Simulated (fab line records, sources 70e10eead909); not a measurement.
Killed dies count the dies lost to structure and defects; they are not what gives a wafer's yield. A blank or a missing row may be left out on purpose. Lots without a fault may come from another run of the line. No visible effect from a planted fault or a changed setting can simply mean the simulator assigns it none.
Matching of chambers -- flow nandHarc -- 4 sister chambers for NHARC_A_SGD_CUT_CMP_21 on cmp-03
The step polishes, target thk 148.19 nm. 8 wafers are shown with their chamber, then 9 later ones without.

== WAFERS PAIRED WITH THEIR CHAMBERS ==
wafer,chamber,motorCurrentA (A),timeToEndpointS (s)
L078.1,2,12.6,44
L083.1,0,9.9,46
L083.3,3,11.7,47
L086.2,3,12.0,45
L086.5,0,10.7,47
L087.4,1,11.1,56
L087.5,1,11.8,57
L087.6,2,12.9,47

== WAFERS WITH NO CHAMBER GIVEN ==
wafer,motorCurrentA (A),timeToEndpointS (s)
L088.3,9.9,53
L088.4,11.5,56
L088.6,10.7,51
L092.1,11.6,53
L092.3,11.3,53
L092.4,10.0,51
L095.2,11.5,56
L095.4,10.3,51
L095.6,11.7,51

== THE CHAMBER EACH PASSED THROUGH ==
wafer,from the rows above,in truth
L088.3,can't be placed: 1 or 0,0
L088.4,1,1
L088.6,can't be placed: 0 or 1 or 3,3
L092.1,1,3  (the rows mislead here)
L092.3,1,1
L092.4,0,0
L095.2,1,1
L095.4,can't be placed: 0 or 1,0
L095.6,can't be placed: 3 or 1 or 0 or 2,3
Correct placement for 4 of the 9. Can't be placed from these rows: 4 (the true chamber is among the candidates in 4). Number placed wrongly: 1.
How it was worked out, from the rows above alone: a wafer's distance from a chamber is the root of the sum, over the readings, of the square of ((its reading less the chamber's mean) divided by the reading's scatter). If the next closest chamber is less than 2 further off than the closest, the wafer can't be placed; otherwise it belongs to the closest. The mean given for a chamber averages the wafers shown for that chamber. The scatter: the root of (the sum of the squares of (reading less its chamber's mean) over the shown wafers, divided by (wafers less chambers)).
